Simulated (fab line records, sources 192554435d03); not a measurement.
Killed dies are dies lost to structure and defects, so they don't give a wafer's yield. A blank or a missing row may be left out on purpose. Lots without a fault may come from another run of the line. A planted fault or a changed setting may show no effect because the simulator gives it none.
Problem report in the 8D (eight disciplines) form, filled by code | flow n5_finfet | the parts of the form that need people (team, actions taken, sign-off) are left out

1. THE PROBLEM
run_length_s at N5_BEOL_M2_CVD_47 reads a mean of 249.3 s on 1 wafer of 1 lot; wafers without a fault read 247.2 s with a standard deviation of 0.41. That is +5.1 standard deviations from the usual mean.
The step: deposits Co from CCTBA/H2, target thk 3 nm, time 223.8 s.
First seen on wafer L791.6, day 9 22:11, on cvd_co-01. The record holds 14 wafers of 5 lots with a number at this step. Rule for "out", or "out of limits": more than 4 standard deviations from the usual mean. The other wafers with a number count as sound.

2. WHAT IT IS AND WHAT IT IS NOT
question                    | is               | is not
which readings at this step | run_length_s     | -
which lots                  | L791             | L779, L784, L800, L801
which wafers of those lots  | L791.6           | L791.1
read on which tools         | cvd_co-01        | cvd_co-02
when                        | from day 9 22:11 | up to then (7 sound wafers); but 6 sound wafers of L800, L801 came after

3. SUSPECTS, AND WHAT RULES EACH OUT
Counting: a tool at a process step up to the reading stays a suspect if it ran every lot that is out. Sound lots after the first of them don't rule it out here, since some wafers of a struck lot are sound.
- rie_diel-03 at N5_BEOL_M2_ETCH_41 (etches SiCN in CH3F/O2, target depth 29.9 nm, time 52.5 s): kept. It ran the lot that is out, L791 (day 9 21:05); its last sound lot up to then is L779 (day 7 01:28). N5_BEOL_M2_ETCH_41 gives no start for some lots, so the hours and the order of its lots are those of N5_BEOL_M2_OCD_MEAS_38.
- rie_diel-03 at N5_BEOL_M2_STRIP_97 (strips in N2/H2, time 10 s): kept. It ran the lot that is out, L791 (day 9 21:05); its last sound lot up to then is L779 (day 7 01:28). N5_BEOL_M2_STRIP_97 gives no start for some lots, so the hours and the order of its lots are those of N5_BEOL_M2_OCD_MEAS_38.
- pvd_sputter-01 at N5_BEOL_M2_DEGAS_44 (time 60 s): kept. It ran the lot that is out, L791 (day 9 21:46).
- ald_metal-03 at N5_BEOL_M2_ALD_84 (deposits TaN, pulse time 2 s, purge time 3 s, co reactant purge time 2 s): kept. It ran the lot that is out, L791 (day 9 21:52); its last sound lot up to then is L784 (day 9 02:28).
- pvd_sputter-01 at N5_BEOL_M2_SURFACE_TREAT_85: kept. It ran the lot that is out, L791 (day 9 22:07); its last sound lot up to then is L779 (day 7 02:16).
- cvd_co-01 at N5_BEOL_M2_CVD_47 (deposits Co from CCTBA/H2, target thk 3 nm, time 223.8 s): kept. It ran the lot that is out, L791 (day 9 22:11); its last sound lot up to then is L779 (day 7 02:20). Its own readings are out on those wafers: run_length_s.
- Within rie_diel-03 at N5_BEOL_M2_ETCH_41: the wafers that are out ran in chamber 1; their sound lot-mates ran in chamber 2.
- Within rie_diel-03 at N5_BEOL_M2_STRIP_97: the wafers that are out ran in chamber 1; their sound lot-mates ran in chamber 2.
- Within ald_metal-03 at N5_BEOL_M2_ALD_84: the wafers that are out ran in chamber 2; their sound lot-mates ran in chamber 3.
Left after counting: rie_diel-03 at N5_BEOL_M2_ETCH_41, rie_diel-03 at N5_BEOL_M2_STRIP_97, pvd_sputter-01 at N5_BEOL_M2_DEGAS_44, ald_metal-03 at N5_BEOL_M2_ALD_84, pvd_sputter-01 at N5_BEOL_M2_SURFACE_TREAT_85, cvd_co-01 at N5_BEOL_M2_CVD_47.

4. THE CAUSE (what the simulator had put in)
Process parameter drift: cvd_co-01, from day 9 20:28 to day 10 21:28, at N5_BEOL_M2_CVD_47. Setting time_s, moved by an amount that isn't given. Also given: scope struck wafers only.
Counting left 6 suspects, and this tool is among them.

5. THE CHAIN OF EFFECTS, in route order
Each row: a reading whose mean over the struck wafers that have a number lies more than 3 standard deviations from the usual. Only readings for which the record gives a usual standard deviation are gone through. hours: the time from each lot's start at the first step in this table that gives one to its start at this step, as a median over the lots. sigmas: the change in usual standard deviations.
hours | step              | reading      | usual   | on struck wafers | change | sigmas
0     | N5_BEOL_M2_CVD_47 | run_length_s | 247.2 s | 249.3            | +2.1   | +5.1
The process steps in it:
- N5_BEOL_M2_CVD_47: deposits Co from CCTBA/H2, target thk 3 nm, time 223.8 s.
Later measuring or inspecting steps at which every struck wafer that the step has a row for has a number for every such reading, and none has moved that far: N5_BEOL_M4_RC_MEAS_101.

6. WHAT WOULD HAVE CAUGHT IT SOONER
In this record the first reading out of limits was taken at day 9 22:11, 2 hours after the fault began at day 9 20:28.
